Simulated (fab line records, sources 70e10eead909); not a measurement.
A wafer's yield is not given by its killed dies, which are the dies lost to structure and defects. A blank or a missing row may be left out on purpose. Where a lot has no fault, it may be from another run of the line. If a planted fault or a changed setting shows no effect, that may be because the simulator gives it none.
fab line records	flow nandHarc
record: lots: 13	wafers: 36	lastDay: 33
route steps=1302 shown P_ZERO_WELL@9 P_STI@89 END@1302
lots with no fault: from the same line, run without faults
startH: start of the lot's first displayed wafer, in hours after the record's first day	waitH: hours since the lot's step before	" repeats the value in the row above	L1.1+2: several wafers, shown together as one row	- no value, or no start was given	* or withheld: withheld	< > ~ a bound
route shown NAME@n: NAME is a module with steps in the file, n the number in the route of the first one	usual: mean/standard deviation taken from wafers without a fault	same: alike in all rows	chamber/n: place in a boat	sites: each site's reading	_std_site: how widely they spread, as a standard deviation	_edge_site: inner sites' mean taken away from outer sites' mean	radiusMm: how far each site lies from the wafer's centre	mask NAME#n: copy n	behind: the tool/chamber that last shaped the wafer	hold: what put the lot on hold/how long, in hours/how the hold closed	device: the transistor (n, p or np) that didn't switch	end of line: the route-end tests of the same wafers	where a step has no rows: the recipe by itself	killed: the dies lost at the first sort to structure and to defects; this is not the yield of the wafer	map: per-die view of a wafer (x killed, . not killed, _ where there is no die)
set.NAME: the setting as run; set.NAME@STEP: as run at that earlier step	model.NAME: the simulator's own value behind a step, which no gauge read
route steps across a sampled set of lots; one table per step, one row per wafer
services: when a tool's chamber went out of use (startH, in hours from the record's first day, below 0 if earlier), for how many hours, and the reason
== steps ==
step: NHARC_P_ZERO_WELL_SOFTBAKE_06
recipe: tempC: 125	timeS: 70
usual: heaterPowerTotalW: 200.9/1.3	plateTempC: 125.03/0.14
lot.wafer	tool	chamber	startH	waitH	heaterPowerTotalW	plateTempC
L332.1	lithoTrack-07	0	40	-	201.7	125.10
L332.3	"	0	"	"	200.2	125.08
L332.6	"	0	"	"	199.8	125.09
L333.1	lithoTrack-07	0	50	-	202.6	125.18
L333.2	"	0	"	"	199.1	124.87
L333.5	"	0	"	"	199.6	125.30
L334.4	lithoTrack-05	0	61	-	201.3	125.23
L334.5	"	0	"	"	202.5	124.87
L334.6	"	0	"	"	202.4	125.04
L337.2	lithoTrack-05	0	90	-	223.5	-
L337.5	"	0	"	"	226.9	-
L338.2	lithoTrack-05	0	100	-	222.3	-
L338.5	"	0	"	"	224.9	-
L339.2	lithoTrack-05	0	110	-	226.8	-
L339.3	"	0	"	"	202.2	124.96
L344.3	lithoTrack-07	0	160	-	199.5	125.27
L344.5	"	0	"	"	201.8	125.18
L344.6	"	0	"	"	202.4	125.06
L346.1	lithoTrack-07	0	180	-	199.1	125.08
L346.2	"	0	"	"	199.8	125.31
L346.3	"	0	"	"	202.0	125.17
L348.1	lithoTrack-05	0	200	-	200.0	125.05
L348.3	"	0	"	"	198.8	124.93
L348.5	"	0	"	"	202.0	125.26
L349.3	lithoTrack-05	0	210	-	202.6	125.07
L349.5	"	0	"	"	200.0	125.12
L349.6	"	0	"	"	202.2	125.22
L351.1	lithoTrack-07	0	230	-	201.4	124.90
L351.4	"	0	"	"	202.6	124.98
L351.5	"	0	"	"	201.4	125.22
L352.4	lithoTrack-05	0	240	-	201.0	125.15
L352.5	"	0	"	"	200.7	124.90
L352.6	"	0	"	"	199.8	124.98
L353.1	lithoTrack-05	0	250	-	201.2	125.24
L353.3	"	0	"	"	199.9	124.88
L353.4	"	0	"	"	201.4	125.29
step: NHARC_P_ZERO_WELL_DESCUM_54
recipe: timeS: 3	o2FlowSccm: 200	arFlowSccm: 0	biasPowerW: 0	chemistry: O2
usual: drypumpMotorCurrentA: 5.7/0.5	mfcArSccm: 0.011/0.01	oesProductAu: 1.004/0.011	rfVppV: 57.9/0.9	showerheadPlenumPTorr: 1.93/0.048	throttleValvePct: 11.312/0.01
same: biasPowerW: 0
lot.wafer	tool	chamber	startH	waitH	drypumpMotorCurrentA	mfcArSccm	oesProductAu	rfHoursCounterH	rfVppV	showerheadPlenumPTorr	throttleValvePct
L332.1	rieDiel-01	3	45.55	-	5.6	0	1.004	3	58.5	1.92	11.319
L332.3	"	1	"	"	4.8	0.021	1.018	2	58.3	1.93	11.313
L332.6	"	2	"	"	5.2	0.022	1.000	-	58.3	1.95	11.305
L333.2	rieDiel-07	1	56.03	-	6.2	0.014	1.017	30	56.5	2.00	11.303
L333.1	"	2	"	"	6.2	0	0.997	34	57.6	1.91	11.303
L333.5	"	2	"	"	6.2	0	0.994	-	58.1	1.91	11.288
L334.4	rieDiel-01	0	66.15	-	6.3	0	1.015	10	57.7	1.88	11.304
L334.5	"	2	"	"	5.3	0.022	1.005	-	58.0	1.95	11.300
L334.6	"	3	"	"	5.6	0	1.007	-	57.5	1.91	11.315
L337.2	rieDiel-13	2	95.76	-	5.9	0.026	0.992	31	58.0	1.89	11.321
L337.5	"	2	"	"	5.9	0.026	0.989	-	58.2	1.89	11.315
L338.2	rieDiel-13	0	106.13	-	5.3	0.026	1.016	36	58.4	1.96	11.300
L338.5	"	0	"	"	5.4	0.026	1.005	-	58.7	1.96	11.300
L339.2	rieDiel-07	1	116.05	-	6.3	0.014	1.032	49	58.0	1.99	11.329
L339.3	"	3	"	"	5.0	0.015	1.011	52	56.6	1.92	11.318
L344.3	rieDiel-07	1	166.09	-	6.2	0.014	1.014	16	58.6	1.99	11.320
L344.6	"	2	"	"	6.2	0	0.988	-	57.3	1.89	11.324
L344.5	"	3	"	"	5.0	0.015	0.998	-	58.2	1.92	11.316
L346.3	rieDiel-01	1	186.76	-	4.8	0.021	0.994	55	57.0	1.92	11.309
L346.2	"	2	"	"	5.2	0.022	1.018	49	59.8	1.93	11.303
L346.1	"	3	"	"	5.6	0	1.016	53	55.3	1.90	11.316
L348.1	rieDiel-01	2	205.89	-	5.3	0.022	1.003	54	60.2	1.93	11.312
L348.3	"	1	"	"	4.8	0.021	0.999	60	57.0	1.92	11.313
L348.5	"	2	"	"	5.2	0.022	1.009	-	58.6	1.93	11.323
L349.3	rieDiel-07	1	216.04	-	6.2	0.014	1.010	33	57.6	1.98	11.313
L349.5	"	1	"	"	6.2	0.014	1.019	-	58.8	1.98	11.307
L349.6	"	2	"	"	6.2	0	1.012	-	57.5	1.89	11.311
L351.1	rieDiel-01	0	236.05	-	6.3	0	1.017	7	58.9	1.86	11.326
L351.4	"	1	"	"	4.8	0.021	1.016	8	58.6	1.91	11.323
L351.5	"	0	"	"	6.3	0	1.013	-	58.3	1.86	11.314
L352.4	rieDiel-01	0	245.84	-	6.3	0	1.007	10	57.3	1.86	11.317
L352.5	"	2	"	"	5.2	0.022	1.006	-	58.5	1.93	11.319
L352.6	"	3	"	"	5.6	0	1.001	-	57.4	1.90	11.323
L353.1	rieDiel-13	3	255.78	-	6.2	0.023	1.002	25	57.7	1.90	11.322
L353.3	"	0	"	"	5.3	0.026	0.980	23	56.8	1.95	11.297
L353.4	"	2	"	"	5.9	0.026	0.978	29	57.9	1.88	11.314
step: NHARC_P_ZERO_WELL_INSPECT_43
usual: rawDefectCount: 14/5.6
lot.wafer	tool	chamber	startH	waitH	rawDefectCount
L332.1	defectInspect-01	-	47.21	0.6	10
L332.3	"	-	"	"	9
L332.6	"	-	"	"	13
L333.1	defectInspect-02	-	57.68	0.6	17
L333.2	"	-	"	"	17
L333.5	"	-	"	"	10
L334.4	defectInspect-02	-	67.78	0.2	17
L334.5	"	-	"	"	10
L334.6	"	-	"	"	7
L337.2	defectInspect-01	-	97.42	0.5	16
L337.5	"	-	"	"	35
L338.2	defectInspect-02	-	107.80	0.5	16
L338.5	"	-	"	"	18
L339.2	defectInspect-01	-	117.72	0.5	8
L339.3	"	-	"	"	19
L344.3	defectInspect-02	-	167.80	0.4	11
L344.5	"	-	"	"	13
L344.6	"	-	"	"	15
L346.1	defectInspect-02	-	188.41	0.6	15
L346.2	"	-	"	"	10
L346.3	"	-	"	"	20
L348.1	defectInspect-02	-	207.58	0.6	12
L348.3	"	-	"	"	16
L348.5	"	-	"	"	17
L349.3	defectInspect-01	-	217.69	0.4	2
L349.5	"	-	"	"	8
L349.6	"	-	"	"	11
L351.1	defectInspect-01	-	238.35	1.1	13
L351.4	"	-	"	"	14
L351.5	"	-	"	"	28
L352.4	defectInspect-02	-	247.56	0.2	12
L352.5	"	-	"	"	10
L352.6	"	-	"	"	18
L353.1	defectInspect-01	-	257.45	0.6	8
L353.3	"	-	"	"	10
L353.4	"	-	"	"	12
step: NHARC_P_STI_ETCH_31
recipe: targetDepthA: 1089	timeS: 54.5	cf4FlowSccm: 100	chf3FlowSccm: 30	arFlowSccm: 0	rfW: 500	biasW: 200	chemistry: CF4/CHF3
usual: drypumpMotorCurrentA: 5.92/0.25	mfcArSccm: 0.008/0.011	oesProductAu: 0.954/0.024	rfVppV: 369.5/1.9	showerheadPlenumPTorr: 1.54/0.05	throttleValvePct: 16.803/0.0096
lot.wafer	tool	chamber	startH	waitH	drypumpMotorCurrentA	mfcArSccm	oesProductAu	rfHoursCounterH	rfVppV	showerheadPlenumPTorr	throttleValvePct
L332.1	rieDiel-09	0	-	-	5.98	0	0.990	5.0	367.1	1.48	16.793
L332.3	"	1	"	"	5.68	0.018	0.975	5.3	372.5	1.66	16.815
L332.6	"	3	"	"	6.05	0	0.982	-	368.9	1.53	16.825
L333.2	rieDiel-08	0	-	-	5.94	0	0.929	3.2	369.0	1.53	16.803
L333.1	"	3	"	"	5.50	0.024	0.934	2.9	367.8	1.54	16.805
L333.5	"	1	"	"	5.87	0.028	0.920	-	371.0	1.56	16.805
L334.4	rieDiel-09	3	-	-	6.05	0	0.959	6.1	368.6	1.52	16.814
L334.5	"	3	"	"	6.05	0	0.964	-	368.2	1.52	16.789
L334.6	"	0	"	"	5.92	0	0.977	-	368.6	1.48	16.808
L337.2	rieDiel-09	0	-	-	5.97	0	0.996	7.9	367.8	1.48	16.797
L337.5	"	3	"	"	6.10	0	0.987	-	367.4	1.52	16.802
L338.2	rieDiel-09	0	-	-	5.94	0	0.933	8.2	366.8	1.48	16.804
L338.5	"	1	"	"	5.65	0.018	0.939	-	372.6	1.66	16.817
L339.3	rieDiel-09	3	-	-	6.08	0	0.970	10.4	368.7	1.52	16.821
L339.2	"	0	"	"	6.00	0	0.978	9.1	368.2	1.48	16.801
L344.3	rieDiel-03	3	-	-	6.20	0	0.963	6.7	370.2	1.58	16.791
L344.6	"	3	"	"	6.22	0	0.968	-	371.5	1.58	16.802
L344.5	"	0	"	"	5.75	0.013	0.972	-	369.0	1.50	16.799
L346.2	rieDiel-09	3	-	-	6.08	0	0.906	2.9	369.3	1.52	16.792
L346.1	"	1	"	"	5.62	0.018	0.914	2.9	374.6	1.66	16.799
L346.3	"	2	"	"	6.06	0	0.901	2.9	369.1	1.53	16.809
L348.1	rieDiel-09	2	-	-	6.03	0	0.944	3.2	368.8	1.54	16.792
L348.3	"	3	"	"	6.06	0	0.958	3.2	368.0	1.52	16.805
L348.5	"	1	"	"	5.64	0.018	0.952	-	374.0	1.66	16.783
L349.3	rieDiel-08	3	-	-	5.50	0.024	0.964	1.7	369.9	1.53	16.785
L349.6	"	2	"	"	6.24	0	0.932	-	368.8	1.49	16.815
L349.5	"	3	"	"	5.51	0.024	0.957	-	369.7	1.53	16.795
L351.4	rieDiel-09	2	-	-	6.05	0	0.927	4.3	370.4	1.53	16.786
L351.1	"	3	"	"	6.04	0	0.933	4.1	369.7	1.52	16.815
L351.5	"	2	"	"	6.04	0	0.929	-	368.2	1.53	16.793
L352.4	rieDiel-08	2	-	-	6.21	0	0.922	3.0	367.6	1.49	16.797
L352.5	"	2	"	"	6.17	0	0.934	-	368.1	1.49	16.822
L352.6	"	3	"	"	5.49	0.024	0.959	-	370.8	1.53	16.805
L353.1	rieDiel-08	3	-	-	5.51	0.024	0.932	3.7	368.9	1.53	16.811
L353.4	"	0	"	"	5.94	0	0.916	3.9	368.9	1.53	16.800
L353.3	"	1	"	"	5.86	0.028	0.911	3.6	370.7	1.55	16.798
step: NHARC_END_SORT_01
recipe: tempC: 25
usual: killedAtArray: 55/17	killedAtOther: 0.9/1.2	killedAtPeriphery: 3.7/2.5	killedDies: 59/18	killedOpen: 3.4/1.9	killedShort: 2.6/1.6
same: grossDies: 677
lot.wafer	tool	chamber	startH	waitH	killedAtArray	killedAtOther	killedAtPeriphery	killedDies	killedOpen	killedShort
L338.2	prober-02	0	644.38	2.8	30	1	1	32	2	1
L338.5	prober-02	0	646.77	3.7	31	2	1	34	5	1
L339.2	prober-01	0	666.26	2.8	71	5	4	80	3	5
killed by level:class
L338.2 A_CHANNEL_HOLE_D2:chamberFilmFlake=15 A_BONDPAD:chamberFilmFlake=5 A_CHANNEL_FILL_D2:chamberFilmFlake=2 A_STAIRCASE:chamberFilmFlake=2 A_ONON_D1:geometricParticle:open=1 A_CHANNEL_HOLE_D1:geometricParticle:open=1 A_CHANNEL_FILL_D1:geometricParticle:short=1 P_STI:chamberFilmFlake=1
L338.5 A_CHANNEL_HOLE_D2:chamberFilmFlake=10 A_CHANNEL_HOLE_D1:chamberFilmFlake=7 A_STAIRCASE:chamberFilmFlake=5 A_CHANNEL_FILL_D2:chamberFilmFlake=2 A_CONTACT:chamberFilmFlake=2 P_STI:geometricParticle:open=1 A_ONON_D1:geometricParticle:open=1 A_ONON_D2:geometricParticle:open=1
L339.2 A_CHANNEL_HOLE_D1:chamberFilmFlake=32 A_SLIT:chamberFilmFlake=23 THIN_TSV:chamberFilmFlake=5 A_CONTACT:chamberFilmFlake=4 A_WL_FILL:geometricParticle:short=2 A_CHANNEL_HOLE_D2:unspecified=2 P_CONTACT:geometricParticle:open=1 P_M0:geometricParticle:short=1
== services ==
tool	chamber	startH	hours	kind
rieDiel-01	-	28.95	9.0	pm
rieDiel-03	3	34.67	5.9	repair
rieDiel-03	2	53.98	1.5	repair
rieDiel-08	2	60.25	4.3	repair
rieDiel-01	2	75.52	6.1	repair
rieDiel-03	-	75.65	0.3	repair
lithoTrack-07	-	76.00	7.0	pm
rieDiel-13	3	85.11	2.9	repair
rieDiel-09	0	90.63	2.4	repair
rieDiel-07	3	92.05	14.3	repair
rieDiel-09	1	101.01	3.8	repair
rieDiel-08	1	109.45	2.5	repair
rieDiel-13	2	111.26	14.2	repair
rieDiel-07	-	117.20	9.0	pm
lithoTrack-05	-	124.00	7.0	pm
rieDiel-09	-	143.10	9.0	pm
rieDiel-13	-	165.00	9.0	pm
rieDiel-13	1	177.41	6.6	repair
rieDiel-08	-	190.85	9.0	pm
rieDiel-13	3	194.42	11.7	repair
rieDiel-01	-	205.99	9.0	pm
rieDiel-09	2	229.26	5.5	repair
rieDiel-07	-	230.26	0.6	repair
lithoTrack-07	-	251.00	7.0	pm
== key ==
firstSign: step: NHARC_P_ZERO_WELL_SOFTBAKE_06	reading: heaterPowerTotalW	direction: up	sigmas: 19	usual: *	struck: *
effect none on later readings
metAt NHARC_P_ZERO_WELL_SOFTBAKE_06
struckLots L337,L338,L339
struckWafers L337.2,L337.5,L338.2,L338.5,L339.2
testerLeftOut L337,L338,L339
notActingAt NHARC_P_ZERO_WELL_DESCUM_54,NHARC_P_ZERO_WELL_INSPECT_43,NHARC_P_STI_ETCH_31
onsetBetween 61 90
fault: kind: processParameterDrift	tool: lithoTrack-05	chamber: -	onsetH: 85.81	steps: NHARC_P_ZERO_WELL_SOFTBAKE_06	channel: timeS	offset: *	shape: step	endH: 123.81	scope: struckWafersOnly	actsIn: *	stated: *
testerLeftOut: of these lots the tester's yield and bins aren't shown, on N5 and GAA mostly nor the transistor test; their killed dies are dies lost to structure and defects alone, not to doping, threshold or leakage, so they don't give the yield
